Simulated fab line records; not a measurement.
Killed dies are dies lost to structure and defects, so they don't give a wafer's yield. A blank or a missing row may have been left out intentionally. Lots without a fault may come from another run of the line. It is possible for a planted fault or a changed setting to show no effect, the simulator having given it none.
A lot that was struck, set against a sound lot	flow nand_harc	25 steps out of a route of 1159
Sound: the wafers L975.3, L975.4, L975.6. Struck: wafer L991.3. (L991.2 of the same lot was not struck and is left out.) The cause comes at the end.
At each step with rows: each side's tool, then ch and its chambers, then its first start. Under that, the readings that differ: sound wafers	struck wafers	difference of the means	sigmas: that difference in standard deviations of wafers without a fault.
alike: same words and numbers on both sides, and readings whose means sit less than 2 such deviations apart. not compared: any withheld reading, any reading some wafer has no value for, any bound like >300 that may hide the same value, and any number with overlapping values for which the record gives no deviation.
A row with sigmas, a row that says differs or no value, or rows on one side alone: a step with any of these is where the two part. Non-overlapping numbers with no deviation appear without sigmas and do not part them. A reading missing from all wafers of one side parts the sides only when that side holds two or more wafers.

first, 12 steps without rows for these wafers: NHARC_P_GATE_PRECLEAN_71 (cleans in SC1); NHARC_P_GATE_SRD_72; NHARC_P_GATE_OXIDE_16 (material SiO2, target thk 3 nm, ox time 392 s); NHARC_P_GATE_CVD_17 (deposits poly-Si, target thk 150 nm, time 900 s); NHARC_P_GATE_HM_DEP_102 (deposits aC, target thk 120 nm); NHARC_P_GATE_DEP_103 (deposits SiON, target thk 30 nm); NHARC_P_GATE_DEHYDRATE_18 (time 120 s); NHARC_P_GATE_HMDS_19 (time 30 s); NHARC_P_GATE_COAT_20 (resist thk 90 nm); NHARC_P_GATE_SOFTBAKE_21 (time 55 s); NHARC_P_GATE_EBR_22; NHARC_P_GATE_EXPOSE_23 (exposes mask P GATE, target cd 120 nm).
NHARC_P_GATE_PEB_24: peb time 65 s.
  sound on litho_track-04 ch 0, day 4 16:22; struck on litho_track-04 ch 0, day 8 20:17
reading	sound	struck	difference	sigmas
heater_power_total_W (W)	157.1 156.7 157.1	194.7	+37.7	+97
then, 1 step without rows for these wafers: NHARC_P_GATE_DEVELOP_25 (develop time 35 s).
NHARC_P_GATE_CD_MEAS_26: the cd target is 120 nm.
  sound on cd_sem-01 ch 0, day 4 16:27; struck on cd_sem-01 ch 0, day 8 20:22
reading	sound	struck	difference	sigmas
cd_nm (nm)	119.6 119.8 119.9	135.3	+15.5	+32
NHARC_P_GATE_DESCUM_31: chemistry O2, time 3 s.
  sound on rie_diel-07 ch 0,1, day 4 16:38; struck on rie_diel-01 ch 1, day 8 20:34
reading	sound	struck	difference	sigmas
model.P_GATE.cd_nm (nm)	119.7 120 119.7	135.5	+15.7	
  alike: chamber_pressure_mTorr, drypump_motor_current_A, oes_product_au, rf_vpp_V, showerhead_plenum_p_Torr, throttle_valve_pct
  not compared: rf_hours_counter_h
then, 4 steps without rows for these wafers: NHARC_P_GATE_ETCH_104 (etches the open film in CF4/CHF3, target depth 60 nm); NHARC_P_GATE_HM_OPEN_105 (chemistry O2/COS, target depth 360 nm); NHARC_P_GATE_STRIP_106 (strips in O2/COS); NHARC_P_GATE_ETCH_114 (etches the open film in CF4/O2, target depth 30 nm, overetch 3 nm, time 16.5 s).
NHARC_P_GATE_ETCH_32: etches the open film in HBr/Cl2, target depth 150 nm, time 100.1 s.
  sound on rie_si-01 ch 1,3, day 4 17:09; struck on rie_si-02 ch 0, day 8 21:05
reading	sound	struck	difference	sigmas
model.P_GATE.cd_nm (nm)	119.5 121.3 121.6	137.2	+16.4	
  alike: chamber_pressure_mTorr, drypump_motor_current_A, hbr_flow_sccm, he_backside_leak_sccm, oes_product_au, throttle_valve_pct
  not compared: rf_hours_counter_h
then, 1 step without rows for these wafers: NHARC_P_GATE_STRIP_108 (strips in O2).
NHARC_P_GATE_CD_MEAS_33:
  sound: cd_sem-02 at day 4 17:32; struck: cd_sem-02 at day 8 21:26
reading	sound	struck	difference	sigmas
cd_nm (nm)	119.8 121.5 122.3	137.0	+15.8	+9
then, 1 step without rows for these wafers: NHARC_P_GATE_STRIP_35 (strips in SPM, time 600 s).
-- jump in the record: it breaks off in module P_GATE and resumes in module END (first step shown: number 1159 of the route), and 14 days separate the struck wafers' starts before and after --
NHARC_END_SORT_01:
  only the struck wafers appear in the record here, on prober-01 ch 0 at day 23 06:16; the sound ones have no rows

== WHERE THEY PART ==
First at NHARC_P_GATE_PEB_24; last, within this record, at NHARC_END_SORT_01.

WHY: the cause the simulator had injected
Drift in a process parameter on litho_track-04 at NHARC_P_GATE_PEB_24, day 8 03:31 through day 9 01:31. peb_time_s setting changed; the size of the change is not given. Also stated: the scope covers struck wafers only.
